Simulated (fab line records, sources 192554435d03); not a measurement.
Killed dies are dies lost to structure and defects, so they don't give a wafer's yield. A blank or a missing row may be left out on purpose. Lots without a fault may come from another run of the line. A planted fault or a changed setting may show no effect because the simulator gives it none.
Split-lot experiment | flow n5_finfet | 7 lots, 39 wafers read, on a route of 1938 steps

THE SPLIT
At N5_DUMMY_GATE_CVD_03 (deposits a-Si from SiH4, target thk 150 nm, time 8042 s), the setting target_thk_a was moved away from the recipe's 1500 angstrom on 36 of the 39 wafers read, by -49.5% to +54.5%. The other wafers ran this setting at the recipe's value.

The reading is taken at the split's own step.

THE READING
a-Si_of_DUMMY_GATE_CVD_03.thk_nm (the simulator's own value, which no gauge read), in nm, at N5_DUMMY_GATE_CVD_03 (deposits a-Si from SiH4, target thk 150 nm, time 8042 s). The file gives no usual value for it. The 3 wafers here that ran the recipe average 149.8 nm, standard deviation 0.59 nm.

wafer  | tool, chamber at the split | target_thk_a as run, angstrom | against the recipe | a-Si_of_DUMMY_GATE_CVD_03.thk_nm, nm | against lot-mates on the recipe
L075.1 | -, -                       | 1763                          | +17.5%             | 174.6                                | no lot-mate on the recipe
L075.2 | -, -                       | 1763                          | +17.5%             | 175.6                                | no lot-mate on the recipe
L075.4 | -, -                       | 1763                          | +17.5%             | 175.6                                | no lot-mate on the recipe
L075.3 | -, -                       | 1763                          | +17.5%             | 173.8                                | no lot-mate on the recipe
L075.5 | -, -                       | 1763                          | +17.5%             | 173.8                                | no lot-mate on the recipe
L075.6 | -, -                       | 1763                          | +17.5%             | 175                                  | no lot-mate on the recipe
L078.1 | -, -                       | 757.1                         | -49.5%             | 75                                   | no lot-mate on the recipe
L078.2 | -, -                       | 757.1                         | -49.5%             | 75.4                                 | no lot-mate on the recipe
L078.3 | -, -                       | 757.1                         | -49.5%             | 76.2                                 | no lot-mate on the recipe
L078.5 | -, -                       | 757.1                         | -49.5%             | 76.2                                 | no lot-mate on the recipe
L078.4 | -, -                       | 757.1                         | -49.5%             | 75.8                                 | no lot-mate on the recipe
L078.6 | -, -                       | 757.1                         | -49.5%             | 74                                   | no lot-mate on the recipe
L079.1 | -, -                       | 980.1                         | -34.7%             | 98                                   | no lot-mate on the recipe
L079.2 | -, -                       | 980.1                         | -34.7%             | 98.2                                 | no lot-mate on the recipe
L079.3 | -, -                       | 980.1                         | -34.7%             | 98.6                                 | no lot-mate on the recipe
L079.4 | -, -                       | 980.1                         | -34.7%             | 98.6                                 | no lot-mate on the recipe
L079.5 | -, -                       | 980.1                         | -34.7%             | 97.2                                 | no lot-mate on the recipe
L079.6 | -, -                       | 980.1                         | -34.7%             | 98.4                                 | no lot-mate on the recipe
L087.1 | -, -                       | 978.3                         | -34.8%             | 96.6                                 | no lot-mate on the recipe
L087.2 | -, -                       | 978.3                         | -34.8%             | 96                                   | no lot-mate on the recipe
L087.3 | -, -                       | 978.3                         | -34.8%             | 96.8                                 | no lot-mate on the recipe
L087.4 | -, -                       | 978.3                         | -34.8%             | 97.6                                 | no lot-mate on the recipe
L087.5 | -, -                       | 978.3                         | -34.8%             | 97.4                                 | no lot-mate on the recipe
L087.6 | -, -                       | 978.3                         | -34.8%             | 97                                   | no lot-mate on the recipe
L088.2 | lpcvd-01, 0/20             | 1500                          | recipe             | 150.4                                | -
L088.3 | lpcvd-01, 0/25             | 1500                          | recipe             | 150                                  | -
L088.4 | lpcvd-01, 0/29             | 1500                          | recipe             | 149                                  | -
L092.1 | -, -                       | 2318                          | +54.5%             | 231.8                                | no lot-mate on the recipe
L092.2 | -, -                       | 2318                          | +54.5%             | 232                                  | no lot-mate on the recipe
L092.3 | -, -                       | 2318                          | +54.5%             | 233.2                                | no lot-mate on the recipe
L092.5 | -, -                       | 2318                          | +54.5%             | 233.2                                | no lot-mate on the recipe
L092.4 | -, -                       | 2318                          | +54.5%             | 233                                  | no lot-mate on the recipe
L092.6 | -, -                       | 2318                          | +54.5%             | 233.8                                | no lot-mate on the recipe
L093.1 | -, -                       | 2057                          | +37.1%             | 206.2                                | no lot-mate on the recipe
L093.5 | -, -                       | 2057                          | +37.1%             | 206.2                                | no lot-mate on the recipe
L093.2 | -, -                       | 2057                          | +37.1%             | 206                                  | no lot-mate on the recipe
L093.3 | -, -                       | 2057                          | +37.1%             | 205.6                                | no lot-mate on the recipe
L093.4 | -, -                       | 2057                          | +37.1%             | 205                                  | no lot-mate on the recipe
L093.6 | -, -                       | 2057                          | +37.1%             | 205.4                                | no lot-mate on the recipe

THE FIT
A straight line over all 39 wafers: a-Si_of_DUMMY_GATE_CVD_03.thk_nm changes by +1.51 nm for each +1% of target_thk_a; r = +1.00; the points scatter about the line by 1 nm.
Too few moved wafers have a lot-mate on the recipe to fit a line with each lot's own level taken away.

THE FILE'S OWN FIT
a-Si_of_DUMMY_GATE_CVD_03.thk_nm changes by +1.51 nm for each +1% of target_thk_a, r = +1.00.
